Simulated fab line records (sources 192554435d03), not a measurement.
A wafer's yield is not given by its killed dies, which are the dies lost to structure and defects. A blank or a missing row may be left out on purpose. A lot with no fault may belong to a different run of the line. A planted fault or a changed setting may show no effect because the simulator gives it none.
Split-lot experiment -- flow n5_finfet -- 7 lots, 21 wafers read, on a route of 1938 steps

== ON THE SPLIT ==
At N5_FIN_CUT_COAT_19 (time 60 s, resist thk 20 nm), the setting spin_rpm was moved away from the recipe's 1500 rpm on 6 of the 21 wafers read, by -8.9% to +9.1%. For the rest of the wafers, this setting stayed at what the recipe calls for.

== FROM THE SPLIT TO THE READING: what the file shows between them, 5 steps ==
- N5_FIN_CUT_EXPOSE_05: exposes mask FIN CUT (also split here: dose_mj)
- N5_FIN_CUT_PEB_06: peb time 60 s
- N5_FIN_CUT_DEVELOP_07: develop time 30 s
- N5_FIN_CUT_DESCUM_13: chemistry O2, time 7 s
- N5_FIN_CUT_ETCH_30: etches underlayer in N2/H2, target depth 13 nm, time 10.4 s

== THE READING ==
etch.depth_nm (the simulator's own value, which no gauge read), in nm, at N5_FIN_CUT_ETCH_20 (etches SiARC in CF4, target depth 26 nm, time 43.3 s). There is no usual value for it anywhere in the file. The 15 wafers here that ran the recipe average 20.03 nm, standard deviation 0.064 nm.

wafer,"tool, chamber at the split","spin_rpm as run, rpm",against the recipe,"etch.depth_nm, nm",against lot-mates on the recipe
L078.1,"litho_track-05, 0",1500,recipe,19.97,-
L078.3,"litho_track-05, 0",1366,-8.9%,20.95,+0.98
L078.5,"litho_track-05, 0",1366,-8.9%,20.94,+0.97
L079.2,"litho_track-03, 0",1500,recipe,20.11,-
L079.5,"litho_track-03, 0",1500,recipe,20.07,-
L079.6,"litho_track-03, 0",1500,recipe,20.09,-
L081.3,"litho_track-02, 0",1500,recipe,20.12,-
L081.4,"litho_track-02, 0",1500,recipe,20.03,-
L081.6,"litho_track-02, 0",1500,recipe,20.01,-
L083.1,"litho_track-05, 0",1500,recipe,20.05,-
L083.2,"litho_track-05, 0",1637,+9.1%,19.14,-0.92
L083.4,"litho_track-05, 0",1500,recipe,20.08,-
L086.2,"litho_track-05, 0",1500,recipe,20.06,-
L086.4,"litho_track-05, 0",1500,recipe,20.05,-
L086.6,"litho_track-05, 0",1500,recipe,19.99,-
L089.2,"litho_track-03, 0",1500,recipe,19.91,-
L089.4,"litho_track-03, 0",1500,recipe,19.91,-
L089.5,"litho_track-03, 0",1500,recipe,19.98,-
L091.1,"litho_track-03, 0",1569,+4.6%,19.58,no lot-mate on the recipe
L091.2,"litho_track-03, 0",1569,+4.6%,19.55,no lot-mate on the recipe
L091.4,"litho_track-03, 0",1569,+4.6%,19.6,no lot-mate on the recipe

THE FIT
A straight line over all 21 wafers: etch.depth_nm changes by -0.1 nm for each +1% of spin_rpm; r = -0.99; the points scatter about the line by 0.058 nm.
The same after taking each lot's own level away (the mean of its wafers on the recipe; 18 wafers): -0.106 nm for each +1%; r = -1.00; scatter 0.033 nm.
That fit puts the effect of the largest move of spin_rpm on the reading at 0.97 nm.
The span of the lots' own levels, 19.933 to 20.090 nm, comes to 2.5 times the standard deviation stated above.
So the lot-to-lot level changes the slope little: the two slopes agree.
Check: for one of the wafers moved furthest among these (+9.1%), held out of the fit, the line's prediction against its lot-mates is -0.997 nm. Against them it came out at -0.925 nm.

== OTHER SPLITS APPLIED TO THESE WAFERS ==
Other splits were also applied to these wafers ahead of the reading. Each is held against what the fit with the lots' levels taken away leaves over:
other split on the same wafers,wafers away from the commonest value,r with etch.depth_nm (lot level and that fit taken away)
N5_WELL_APT_COAT_02 spin_rpm,3,-0.06
N5_FIN_SAQP_PECVD_06 time_s,6,+0.08
N5_FIN_SAQP_PEB_14 peb_time_s,4,+0.38
N5_FIN_CUT_EXPOSE_05 dose_mj,7,-0.06

== THE WHOLE CHAIN: every reading that the file lists as answering this split, in the file's order ==
step,what it does,reading,change (the file's fit),r (the file's)
N5_FIN_CUT_COAT_19,"time 60 s, resist thk 20 nm","SiARC_of_FIN_CUT_COAT_19.thk_nm (the simulator's own value, which no gauge read)",-0.0995 nm for each +1% of the setting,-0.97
N5_FIN_CUT_ETCH_20,"etches SiARC in CF4, target depth 26 nm, time 43.3 s","etch.depth_nm (the simulator's own value, which no gauge read)",-0.106 nm for each +1% of the setting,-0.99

== THE FILE'S OWN FIT ==
etch.depth_nm changes by -0.106 nm for each +1% of spin_rpm, r = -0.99.
